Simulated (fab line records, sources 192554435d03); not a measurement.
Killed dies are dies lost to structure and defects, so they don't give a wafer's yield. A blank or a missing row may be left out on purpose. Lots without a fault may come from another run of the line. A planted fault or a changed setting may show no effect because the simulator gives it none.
fab line records | flow n5_finfet
record lots=8 wafers=24 last_day=18
route steps=1938 shown MOL_CONTACT_COAG@596 BEOL_M4@1111 PASSIVATION@1936
lots that met no fault: from a run of the same line without faults
start_h: hours from the record's first day to the start of the lot's first wafer shown | wait_h: hours since the lot's step before | " the same as in the row above | L1.1+2: a row that stands for several wafers | - no value, or no start given | * or withheld: withheld | < > ~ a bound
route shown NAME@n: a module of which the file shows steps, and the number in the route of the first | usual: mean/standard deviation of fault-free wafers | same: alike in all rows | chamber/n: place in a boat | sites: the reading at each site | _std_site: their standard deviation | _edge_site: outer sites' mean less inner sites' | radius_mm: how far each site lies from the wafer's centre | mask NAME#n: copy n | behind: the tool/chamber that last shaped the wafer | hold: why the lot was held/for how many hours/how that ended | device: the transistor (n, p or np) that didn't switch | end of line: the same wafers' tests at the end of the route | a step without rows: its recipe alone | killed: dies lost to structure and defects at the first sort, not the wafer's yield | map: a wafer's dies, x killed, . not, _ none there
set.NAME: the setting as run; set.NAME@STEP: as run at that earlier step | model.NAME: the simulator's own value behind a step, which no gauge read
steps of the route over a sample of lots; a table a step, a row a wafer
services: from which hour (start_h, from the record's first day; less than 0 if before it) a tool's chamber was out of use, for how many hours, and why
## steps
# step N5_MOL_CONTACT_COAG_COAT_34
# recipe resist=CAR-EUV spin_rpm=1500 resist_thk_nm=40
# usual spin_speed_rpm=1500.0/1.1
# columns lot.wafer tool chamber start_h wait_h spin_speed_rpm
L813.2 litho_track-03 0 102.01 - 1499.5
L813.5 " 0 " " 1499.5
L813.6 " 0 " " 1500.2
L816.1 litho_track-03 0 117.89 - 1502.1
L816.2 " 0 " " 1499.9
L816.5 " 0 " " 1500.5
L818.2 litho_track-03 0 132.07 - 1571.4
L818.3 " 0 " " 1572.0
L818.4 " 0 " " 1572.7
L819.1 litho_track-03 0 141.50 - 1571.4
L819.3 " 0 " " 1572.4
L819.4 " 0 " " 1571.7
L831.4 litho_track-03 0 207.83 - 1498.3
L831.5 " 0 " " 1498.3
L831.6 " 0 " " 1497.3
L834.1 litho_track-02 0 221.30 - 1501.5
L834.4 " 0 " " 1500.4
L834.5 " 0 " " 1498.5
L835.2 litho_track-01 0 234.86 - 1500.0
L835.4 " 0 " " 1501.5
L835.6 " 0 " " 1501.3
L836.4 litho_track-02 0 239.92 - 1501.2
L836.5 " 0 " " 1499.8
L836.6 " 0 " " 1500.4
# step N5_MOL_CONTACT_COAG_DESCUM_45
# recipe chemistry=O2 time_s=7 source_power_w=50 bias_power_w=20 pressure_mtorr=20 rf_frequency_hz=2.712e+07 temp_c=40 resist=CAR-EUV o2_flow_sccm=225
# usual chamber_pressure_mTorr=19.996/0.017 drypump_motor_current_A=6.0/0.5 oes_product_au=0.77/0.089 rf_vpp_V=243.5/1.5 showerhead_plenum_p_Torr=2.12/0.081 throttle_valve_pct=20.35/0.29
# columns lot.wafer tool chamber start_h wait_h chamber_pressure_mTorr drypump_motor_current_A oes_product_au rf_hours_counter_h rf_vpp_V showerhead_plenum_p_Torr throttle_valve_pct
L813.2 rie_diel-01 1 102.53 0.0 20.013 6.1 0.85 66 244.3 2.22 20.44
L813.5 " 3 " " 20.015 5.1 0.89 - 241.8 2.03 19.90
L813.6 " 0 " " 19.994 6.8 0.77 - 242.7 2.09 20.48
L816.1 rie_diel-02 1 118.95 0.6 20.030 6.5 1.01 0 246.1 2.22 19.92
L816.2 " 0 " " 20.007 6.3 0.72 185 244.7 2.16 20.05
L816.5 " 0 " " 20.001 6.2 0.72 - 245.8 2.16 20.06
L818.2 rie_diel-02 2 132.59 0.0 19.988 5.7 0.83 69 244.1 2.11 20.33
L818.3 " 1 " " 19.985 6.5 0.98 5 244.7 2.22 19.93
L818.4 " 3 " " 19.997 6.0 0.95 18 245.5 2.25 20.54
L819.1 rie_diel-02 1 141.89 0.0 20.003 6.5 0.95 9 245.0 2.22 19.92
L819.3 " 2 " " 19.973 5.7 0.82 73 243.3 2.11 20.32
L819.4 " 3 " " 20.005 6.0 0.95 21 245.9 2.24 20.55
L831.4 rie_diel-05 3 208.27 0.0 19.988 6.2 0.71 - 241.1 1.99 20.51
L831.5 " 1 " " 19.957 6.5 0.71 - 242.9 2.05 19.99
L831.6 " 2 " " 20.001 5.6 0.71 - 243.6 2.16 20.68
L834.1 rie_diel-02 3 222.08 0.4 20.022 6.0 0.89 46 244.5 2.24 20.61
L834.4 " 1 " " 20.020 6.5 0.88 36 246.3 2.21 19.96
L834.5 " 0 " " 19.985 6.2 0.70 - 243.7 2.15 20.11
L835.2 rie_diel-01 1 235.26 0.0 20.017 6.2 0.80 113 244.8 2.20 20.52
L835.4 " 2 " " 20.023 4.9 0.69 212 240.9 1.99 20.51
L835.6 " 0 " " 20.009 6.8 0.72 - 243.5 2.08 20.54
L836.4 rie_diel-01 0 240.44 0.0 19.976 6.9 0.72 190 240.3 2.08 20.56
L836.5 " 1 " " 20.000 6.2 0.80 - 244.3 2.20 20.52
L836.6 " 2 " " 20.003 4.9 0.69 - 241.8 1.99 20.50
# step N5_MOL_CONTACT_COAG_ETCH_66
# recipe chemistry=CF4 target=SiARC target_depth_a=130 mask_material=CAR-EUV time_s=21.7 ion_energy_ev=80 pressure_mtorr=40 source_w=545 bias_w=36 Ar_flow_sccm=100 cf4_flow_sccm=100 ends=cleared
# usual cf4_flow_sccm=100.00/0.29 chamber_pressure_mTorr=40.00/0.034 drypump_motor_current_A=6.0/0.51 etch_rf_on_time_s=21.6/0.56 oes_product_au=0.66/0.076 rf_vpp_V=184.3/1.3 showerhead_plenum_p_Torr=2.17/0.081 throttle_valve_pct=15.56/0.22
# columns lot.wafer tool chamber start_h wait_h cf4_flow_sccm chamber_pressure_mTorr drypump_motor_current_A etch_rf_on_time_s oes_product_au rf_hours_counter_h rf_vpp_V showerhead_plenum_p_Torr throttle_valve_pct
L813.2 rie_diel-01 1 102.59 0.0 99.66 40.03 6.2 20.9 0.73 66 186.0 2.26 15.47
L813.5 " 3 " " 99.37 40.01 5.1 20.9 0.77 - 183.7 2.11 15.29
L813.6 " 0 " " 100.77 40.00 6.8 21.9 0.65 - 183.7 2.15 15.70
L816.1 rie_diel-02 1 119.00 0.0 100.05 40.03 6.5 21.5 0.86 0 185.6 2.28 15.21
L816.2 " 0 " " 100.03 40.03 6.3 21.5 0.63 185 184.4 2.22 15.38
L816.5 " 0 " " 100.27 39.99 6.2 21.7 0.61 - 185.0 2.22 15.38
L818.2 rie_diel-02 2 132.64 0.0 100.02 39.93 5.6 21.3 0.71 69 184.9 2.16 15.47
L818.3 " 1 " " 100.15 40.05 6.5 21.8 0.82 5 184.0 2.28 15.23
L818.4 " 3 " " 100.48 40.02 6.0 21.2 0.81 18 184.5 2.29 15.62
L819.1 rie_diel-02 1 141.95 0.0 100.38 40.01 6.5 21.7 0.81 9 187.2 2.28 15.22
L819.3 " 2 " " 100.17 39.98 5.7 21.1 0.71 73 183.8 2.16 15.47
L819.4 " 3 " " 100.11 39.99 6.0 21.0 0.81 21 186.1 2.29 15.61
L831.4 rie_diel-05 3 208.34 0.0 100.03 39.99 6.2 20.6 0.61 - 183.3 2.03 15.63
L831.5 " 1 " " 99.74 39.97 6.5 22.0 0.60 - 184.2 2.11 15.33
L831.6 " 2 " " 99.84 39.96 5.6 22.3 0.60 - 185.3 2.21 15.84
L834.1 rie_diel-02 3 222.13 0.0 100.10 39.98 6.0 21.1 0.76 46 185.8 2.28 15.68
L834.4 " 1 " " 100.45 39.94 6.5 21.8 0.75 36 184.5 2.27 15.28
L834.5 " 0 " " 99.79 40.02 6.3 21.6 0.60 - 186.9 2.21 15.44
L835.2 rie_diel-01 1 235.31 0.0 99.45 39.94 6.1 20.7 0.70 113 185.4 2.24 15.57
L835.4 " 2 " " 100.13 40.00 4.9 21.9 0.59 212 182.8 2.04 15.65
L835.6 " 0 " " 99.63 40.02 6.8 21.9 0.62 - 184.2 2.14 15.79
L836.4 rie_diel-01 0 240.49 0.0 99.99 40.02 6.8 22.4 0.61 190 183.7 2.14 15.80
L836.5 " 1 " " 99.88 40.02 6.2 21.0 0.69 - 184.8 2.24 15.58
L836.6 " 2 " " 100.39 39.98 4.9 22.1 0.59 - 182.4 2.04 15.65
# step N5_MOL_CONTACT_COAG_ETCH_67
# recipe chemistry=N2/H2 target=SOC target_depth_a=600 overetch_a=210 mask_material=SiARC temp_c=40 time_s=101.2 ion_energy_ev=200 pressure_mtorr=30 source_w=840 bias_w=150 n2_flow_sccm=200 h2_flow_sccm=200
# usual chamber_pressure_mTorr=29.996/0.028 drypump_motor_current_A=5.9/0.64 oes_product_au=0.65/0.057 rf_vpp_V=524.5/2.8 showerhead_plenum_p_Torr=2.56/0.097 throttle_valve_pct=17.77/0.2
# columns lot.wafer tool chamber start_h wait_h chamber_pressure_mTorr drypump_motor_current_A oes_product_au rf_hours_counter_h rf_vpp_V showerhead_plenum_p_Torr throttle_valve_pct
L813.2 rie_diel-05 1 102.88 0.0 29.975 6.5 0.62 176 523.8 2.54 17.50
L813.5 " 2 " " 29.981 5.6 0.62 - 527.2 2.64 18.05
L813.6 " 3 " " 30.033 6.2 0.60 - 520.2 2.41 17.77
L816.1 rie_diel-05 0 119.43 0.0 29.959 5.6 0.58 223 525.2 2.60 17.99
L816.2 " 1 " " 30.027 6.5 0.61 182 522.2 2.54 17.49
L816.5 " 3 " " 30.009 6.2 0.60 - 520.5 2.41 17.76
L818.2 rie_diel-01 1 133.22 0.0 30.052 6.1 0.70 75 529.0 2.69 17.87
L818.3 " 2 " " 30.002 4.9 0.61 175 521.9 2.44 17.88
L818.4 " 0 " " 30.072 6.8 0.63 150 524.9 2.53 17.74
L819.1 rie_diel-02 3 142.44 0.0 29.993 6.0 0.77 21 528.1 2.70 17.66
L819.3 " 2 " " 30.030 5.6 0.69 73 525.4 2.59 17.96
L819.4 " 0 " " 29.979 6.2 0.61 193 526.2 2.62 17.50
L831.4 rie_diel-01 3 208.60 0.0 29.980 5.1 0.70 62 523.4 2.48 17.51
L831.5 " 3 " " 29.984 5.1 0.70 - 523.1 2.48 17.49
L831.6 " 0 " " 30.032 6.8 0.62 - 523.8 2.52 17.79
L834.1 rie_diel-01 2 222.43 0.0 29.988 4.9 0.58 208 521.0 2.42 17.94
L834.4 " 0 " " 29.977 6.8 0.60 183 523.3 2.52 17.81
L834.5 " 0 " " 30.010 6.8 0.61 - 522.4 2.52 17.80
L835.2 rie_diel-01 0 235.61 0.0 30.000 6.8 0.61 188 523.0 2.51 17.82
L835.4 " 2 " " 29.982 4.9 0.58 212 520.8 2.42 17.95
L835.6 " 1 " " 30.023 6.2 0.66 - 526.2 2.67 17.94
L836.4 rie_diel-02 1 241.85 0.0 29.988 6.5 0.73 42 528.8 2.70 17.48
L836.5 " 3 " " 30.009 6.0 0.72 - 528.5 2.68 17.71
L836.6 " 0 " " 30.046 6.3 0.58 - 525.8 2.61 17.55
# step N5_BEOL_M4_RC_MEAS_101
# usual DIBL_N=36.3/1.8 DIBL_P=36.5/2.1 IOFF_N=0.16/0.031 IOFF_P=0.22/0.038 ION_N=677/12 ION_P=466/7.8 SS_N=71.5/0.61 SS_P=73.2/0.7 VT_N=249/3 VT_P=-248.9/3
# columns lot.wafer tool chamber start_h wait_h DIBL_N[mV/V] DIBL_P[mV/V] IOFF_N[nA/um] IOFF_P[nA/um] ION_N[uA/um] ION_P[uA/um] SS_N[mV/dec] SS_P[mV/dec] VT_N[mV] VT_P[mV]
L813.2 prober-02 0 187.03 1.1 34.6 35.1 0.14 0.22 676 472 71.2 73.5 251 -245.7
L813.5 " 0 " " 36.4 37.0 0.17 0.24 682 474 70.5 73.3 246 -246.0
L813.6 " 0 " " 34.8 34.2 0.13 0.21 662 464 71.4 72.3 252 -249.5
L816.1 prober-02 0 201.17 0.8 35.9 36.8 0.15 0.20 667 456 72.2 73.3 250 -249.2
L816.2 " 0 " " 36.7 37.7 0.17 0.22 664 459 72.4 73.4 252 -251.5
L816.5 " 0 " " 36.4 37.2 0.16 0.20 687 463 71.9 73.5 248 -251.7
L819.1 prober-01 0 229.69 0.0 35.2 34.4 0.14 0.19 678 469 71.7 72.3 249 -249.9
L819.3 " 0 " " 39.7 39.6 0.22 0.26 673 460 72.0 74.2 247 -245.4
L819.4 " 0 " " 40.4 41.0 0.24 0.30 703 474 71.7 74.4 242 -245.9
L818.2 prober-01 0 231.71 0.2 38.0 38.8 0.20 0.24 697 470 72.1 74.1 246 -249.7
L818.3 " 0 " " 38.9 39.3 0.21 0.25 705 468 71.5 74.0 246 -250.0
L818.4 " 0 " " 37.6 37.4 0.17 0.22 679 458 71.4 74.1 249 -252.2
L831.4 prober-02 0 281.58 0.5 34.9 35.1 0.15 0.21 681 469 71.1 72.8 247 -249.8
L831.5 " 0 " " 37.3 38.4 0.20 0.25 686 470 71.6 73.8 247 -248.2
L831.6 " 0 " " 34.2 34.0 0.14 0.18 664 462 71.3 72.1 251 -254.4
L834.1 prober-02 0 307.68 0.0 32.2 32.2 0.10 0.15 641 449 70.8 72.1 256 -254.0
L834.4 " 0 " " 32.5 32.5 0.11 0.15 671 462 70.4 72.4 255 -252.8
L834.5 " 0 " " 33.8 33.8 0.12 0.17 650 453 70.7 72.5 253 -252.0
L836.4 prober-01 0 313.39 0.5 34.1 35.5 0.14 0.20 680 469 71.8 72.6 250 -250.0
L836.5 " 0 " " 34.1 34.8 0.14 0.19 661 457 71.4 72.4 249 -249.1
L836.6 " 0 " " 38.3 40.8 0.23 0.31 698 477 71.7 73.5 245 -246.5
L835.2 prober-01 0 316.46 0.2 36.1 36.8 0.17 0.23 682 469 71.8 73.2 248 -249.1
L835.4 " 0 " " 36.2 36.5 0.16 0.23 682 475 71.7 72.9 248 -246.7
L835.6 " 0 " " 36.2 37.3 0.16 0.25 683 467 71.4 73.1 249 -244.5
# step N5_PASSIVATION_PROBE_49
# usual defect_limited_yield=91.2/1.5 killed_at_M0_to_M3=33/9.6 killed_at_M4_up=14/5.6 killed_at_contacts=14/5.5 killed_at_front_end=40/13 killed_at_other=4/3 killed_dies=104/17 killed_on_rim=14/4.3 killed_open=68/13 killed_short=33/7.2 sort_bin_5_function=5.2/0.95 sort_bin_6_memory=3.3/0.62 sort_bin_8_speed=0.00/0.012 sort_n_pass=1076/17 sort_yield_pct=91.2/1.5
# same gross_dies=1180 killed_at_back_side=0 sort_bin_4_leakage[%]=0
# columns lot.wafer tool chamber start_h wait_h defect_limited_yield[%] killed_at_M0_to_M3 killed_at_M4_up killed_at_contacts killed_at_front_end killed_at_other killed_dies killed_on_rim killed_open killed_short sort_bin_5_function[%] sort_bin_6_memory[%] sort_bin_8_speed[%] sort_n_pass sort_yield_pct[%]
L813.2 prober-02 - 293.71 0.1 92.9 32 17 15 19 1 84 8 54 26 4.6 2.5 0 1096 92.9
L813.5 prober-02 - 293.86 0.2 93.8 21 16 13 20 3 73 13 44 25 3.9 1.8 0 1107 93.8
L813.6 prober-02 - 293.91 0.3 91.3 38 20 14 22 9 103 12 73 27 5.5 3.0 0 1077 91.3
L816.1 prober-02 - 315.63 0.0 91.0 43 9 9 39 6 106 10 70 36 5.3 3.5 0 1074 91.0
L816.2 prober-02 - 315.68 0.1 91.8 27 15 13 34 8 97 9 68 29 5.1 2.7 0 1083 91.8
L816.5 prober-02 - 315.83 0.2 91.4 33 10 15 34 10 102 17 66 36 5.3 3.1 0 1078 91.4
L819.1 prober-02 - 337.04 0.0 92.2 37 9 10 31 5 92 10 55 36 4.2 3.3 0 1088 92.2
L819.3 prober-02 - 337.14 0.1 90.8 25 14 23 40 7 109 13 66 36 5.4 3.1 0 1071 90.8
L819.4 prober-02 - 337.19 0.2 91.4 37 15 10 32 8 102 18 58 43 4.6 3.5 0 1078 91.4
L818.2 prober-01 - 337.64 0.1 92.2 18 16 24 32 2 92 14 66 25 5.0 2.6 0 1088 92.2
L818.4 prober-01 - 337.74 0.2 89.4 33 11 25 43 13 125 16 82 42 6.1 4.1 0 1055 89.4
# killed by level:class
L813.2 MOL_CONTACT_COAG:geometric_particle:open=12 BEOL_M1:geometric_particle:open=8 BEOL_M0_SAQP:geometric_particle:short=7 BEOL_M3:geometric_particle:open=7 BEOL_M4:geometric_particle:open=7 FIN_SAQP:geometric_particle:short=4 STI_FIN_REVEAL:geometric_particle:open=3 MOL_CONTACT_COAG:geometric_particle:short=3
L813.5 MOL_CONTACT_COAG:geometric_particle:open=11 BEOL_M0_SAQP:geometric_particle:open=5 BEOL_M2:geometric_particle:open=5 FIN_SAQP:geometric_particle:open=4 GATE_CUT:geometric_particle:short=4 BEOL_M5:geometric_particle:open=4 BEOL_M3:geometric_particle:open=3 BEOL_M5:geometric_particle:short=3
L813.6 MOL_CONTACT_COAG:geometric_particle:open=14 BEOL_M0_SAQP:geometric_particle:open=12 GATE_CUT:geometric_particle:open=10 BEOL_M5:geometric_particle:open=8 GATE_CUT:geometric_particle:short=5 BEOL_M2:geometric_particle:open=5 BEOL_M4:geometric_particle:open=4 BEOL_M0_SAQP:geometric_particle:short=4
L816.1 FIN_SAQP:geometric_particle:open=12 BEOL_M2:geometric_particle:open=11 FIN_SAQP:geometric_particle:short=7 MOL_CONTACT_COAG:geometric_particle:open=7 BEOL_M3:geometric_particle:open=7 DUMMY_GATE:geometric_particle:open=6 BEOL_M0_SAQP:geometric_particle:open=6 BEOL_M0:geometric_particle:open=4
L816.2 MOL_CONTACT_COAG:geometric_particle:open=12 BEOL_M4:geometric_particle:open=10 FIN_SAQP:geometric_particle:short=9 FIN_SAQP:geometric_particle:open=7 DUMMY_GATE:geometric_particle:open=7 BEOL_M3:geometric_particle:open=7 STI_FIN_REVEAL:geometric_particle:open=5 BEOL_M3:geometric_particle:short=5
L816.5 BEOL_M0_SAQP:geometric_particle:open=12 FIN_SAQP:geometric_particle:short=11 FIN_SAQP:geometric_particle:open=10 MOL_CONTACT_COAG:geometric_particle:open=10 BEOL_M0_SAQP:geometric_particle:short=7 PASS1_CAP:geometric_particle:open=7 MOL_CONTACT_COAG:geometric_particle:short=5 BEOL_M3:geometric_particle:open=5
L819.1 BEOL_M0_SAQP:geometric_particle:open=11 BEOL_M1:geometric_particle:open=8 BEOL_M2:geometric_particle:open=7 STARTING-WAFER:geometric_particle:short=7 FIN_SAQP:geometric_particle:short=6 MOL_CONTACT_COAG:geometric_particle:open=6 FIN_SAQP:geometric_particle:open=5 BEOL_M0_SAQP:geometric_particle:short=5
L819.3 MOL_CONTACT_COAG:geometric_particle:open=18 STI_FIN_REVEAL:geometric_particle:open=11 GATE_CUT:geometric_particle:short=9 BEOL_M4:geometric_particle:open=8 BEOL_M1:geometric_particle:open=7 BEOL_M0_SAQP:geometric_particle:short=5 BEOL_M2:geometric_particle:open=5 FIN_SAQP:geometric_particle:short=4
L819.4 BEOL_M2:geometric_particle:open=8 MOL_CONTACT_COAG:geometric_particle:open=8 BEOL_M4:geometric_particle:open=7 FIN_SAQP:geometric_particle:open=6 FIN_SAQP:geometric_particle:short=6 BEOL_M0_SAQP:geometric_particle:open=6 BEOL_M0_SAQP:geometric_particle:short=6 BEOL_M3:geometric_particle:short=6
L818.2 MOL_CONTACT_COAG:geometric_particle:open=19 STI_FIN_REVEAL:geometric_particle:open=13 FIN_SAQP:geometric_particle:open=7 BEOL_M4:geometric_particle:open=7 MOL_CONTACT_COAG:geometric_particle:short=5 BEOL_M5:geometric_particle:open=5 GATE_CUT:geometric_particle:short=3 BEOL_M0_SAQP:geometric_particle:short=3
L818.4 MOL_CONTACT_COAG:geometric_particle:open=20 STI_FIN_REVEAL:geometric_particle:open=16 BEOL_M0_SAQP:geometric_particle:open=10 FIN_SAQP:geometric_particle:open=5 FIN_SAQP:geometric_particle:short=5 MOL_CONTACT_COAG:geometric_particle:short=5 BEOL_M1:geometric_particle:short=5 BEOL_M3:geometric_particle:open=5
## services
# columns tool chamber start_h hours kind
rie_diel-02 3 78.32 - clean
rie_diel-02 3 78.32 - consumable_replace:focus_ring
rie_diel-02 3 78.32 - consumable_replace:showerhead
rie_diel-02 3 78.32 12.3 scheduled_down
rie_diel-02 3 78.32 12.3 vent_cycle
litho_track-03 - 84.01 - consumable_replace:filter
rie_diel-02 1 90.78 3.3 repair
rie_diel-02 1 94.14 - clean
rie_diel-02 1 94.14 - consumable_replace:focus_ring
rie_diel-02 1 94.14 - consumable_replace:showerhead
rie_diel-02 1 94.14 24.2 scheduled_down
rie_diel-02 1 94.14 24.2 vent_cycle
rie_diel-05 2 107.24 8.5 repair
rie_diel-01 3 165.61 6.2 repair
rie_diel-01 1 200.33 1.6 repair
rie_diel-05 0 203.00 - clean
rie_diel-05 0 203.00 - consumable_replace:focus_ring
rie_diel-05 0 203.00 22.6 scheduled_down
rie_diel-05 0 203.00 22.6 vent_cycle
rie_diel-05 3 226.02 - clean
rie_diel-05 3 226.02 - consumable_replace:focus_ring
rie_diel-05 3 226.02 - consumable_replace:showerhead
rie_diel-05 3 226.02 24.8 scheduled_down
rie_diel-05 3 226.02 24.8 vent_cycle
## key
first_sign step=N5_MOL_CONTACT_COAG_COAT_34 reading=spin_speed_rpm direction=up sigmas=68 usual=* struck=*
effect none on later readings
met_at N5_MOL_CONTACT_COAG_COAT_34
struck_lots L818,L819
not_acting_at N5_MOL_CONTACT_COAG_DESCUM_45,N5_MOL_CONTACT_COAG_ETCH_66,N5_MOL_CONTACT_COAG_ETCH_67
onset_between 117.89 132.07
fault kind=process_parameter_drift tool=litho_track-03 chamber=- onset_h=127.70 steps=N5_MOL_CONTACT_COAG_COAT_34 channel=spin_rpm offset=* shape=step end_h=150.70 acts_in=* stated=*
